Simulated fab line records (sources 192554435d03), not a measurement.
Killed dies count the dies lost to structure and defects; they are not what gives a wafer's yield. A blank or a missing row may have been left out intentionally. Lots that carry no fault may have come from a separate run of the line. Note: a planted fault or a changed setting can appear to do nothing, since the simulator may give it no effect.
Comparing a struck lot with a sound one -- flow n5_finfet -- 15 steps out of a route of 1938
Sound: these wafers, L495.4, L495.5, L495.6. Struck: wafer L498.1 (L498.2, L498.6, from the same lot, were not struck and are left out); the cause is given at the end.
At each step with rows: each side's tool, then ch and its chambers, then its first start. Under that, the readings that differ: sound wafers -- struck wafers -- difference of the means -- sigmas: that difference in standard deviations of wafers without a fault.
alike: readings with means less than 2 such deviations apart, plus words and numbers identical on both sides. not compared: withheld readings, readings lacking a value on some wafer, bounds such as >300 that could conceal the same value, and numbers that have no deviation in the record and whose values overlap.
Wherever a step has rows on one side only, a row that says differs or no value, or a row with sigmas, the two part there. Numbers that don't overlap but have no deviation are shown without sigmas and don't part them. A reading missing from all wafers of one side parts the sides only when that side holds two or more wafers.

first, 8 steps without rows for these wafers: N5_BEOL_M13_COAT_66 (time 60 s, resist thk 110 nm); N5_BEOL_M13_COAT_22 (resist thk 300 nm); N5_BEOL_M13_EBR_24; N5_BEOL_M13_SOFTBAKE_23 (time 60 s); N5_BEOL_M13_EXPOSE_25 (exposes mask M13, target cd 210 nm); N5_BEOL_M13_PEB_26 (peb time 90 s); N5_BEOL_M13_DEVELOP_27 (develop time 45 s); N5_BEOL_M13_HARDBAKE_32 (time 120 s).
N5_BEOL_M13_CD_MEAS_28 targets a cd of 209.5 nm.
  sound on cd_sem-02 ch 0, day 12 09:04; struck on cd_sem-02 ch 0, day 13 20:50
  alike: cd_nm
N5_BEOL_M13_OVL_MEAS_29:
  sound on overlay-02 ch 0, day 12 09:06; struck on overlay-01 ch 0, day 13 20:52
  alike: M13_OVL
N5_BEOL_M13_INSPECT_30: inspects for defects (macro).
  sound on defect_inspect-01, day 12 09:07; struck on defect_inspect-02, day 13 20:53
  alike: raw_defect_count
N5_BEOL_M13_DESCUM_33: chemistry O2, time 7.9 s.
  sound on rie_diel-05 ch 0,2,3, day 12 09:10; struck on rie_diel-04 ch 0, day 13 20:55
reading,sound,struck,difference,sigmas
rf_vpp_V (V),242.6 245.5 243.8,240.8,-3.2,-3
  alike: drypump_motor_current_A, oes_product_au, showerhead_plenum_p_Torr, temp_c, throttle_valve_pct
  not compared: rf_hours_counter_h
N5_BEOL_M13_ETCH_67: etches SiARC in CF4, target depth 143 nm, time 238.3 s.
  sound on rie_diel-05 ch 0,2,3, day 12 09:11; struck on rie_diel-04 ch 0, day 13 20:57
reading,sound,struck,difference,sigmas
etch_rf_on_time_s (s),239 244 233,353,+114,+21
showerhead_plenum_p_Torr (Torr),2.14 2.22 2.15,2.05,-0.12,-2
  alike: cf4_flow_sccm, drypump_motor_current_A, mfc_ar_sccm, oes_product_au, rf_vpp_V, throttle_valve_pct
  not compared: bias_w, rf_hours_counter_h
N5_BEOL_M13_ETCH_68: etches SOC in N2/H2, time 355 s.
  sound on rie_diel-05 ch 0,2,3, day 12 09:20; struck on rie_diel-04 ch 0, day 13 21:06
reading,sound,struck,difference,sigmas
rf_vpp_V (V),523.4 526.6 523.3,520.0,-4.4,-2
  alike: bias_w, drypump_motor_current_A, oes_product_au, showerhead_plenum_p_Torr, temp_c, throttle_valve_pct
  not compared: rf_hours_counter_h
N5_PASSIVATION_PROBE_49:
  the record holds rows for the sound wafers here (prober-01, day 13 18:05) but none for the struck ones

== WHERE THEY PART ==
At N5_BEOL_M13_DESCUM_33 first; at N5_PASSIVATION_PROBE_49 last (within this record only).

WHY: what had been put in by the simulator
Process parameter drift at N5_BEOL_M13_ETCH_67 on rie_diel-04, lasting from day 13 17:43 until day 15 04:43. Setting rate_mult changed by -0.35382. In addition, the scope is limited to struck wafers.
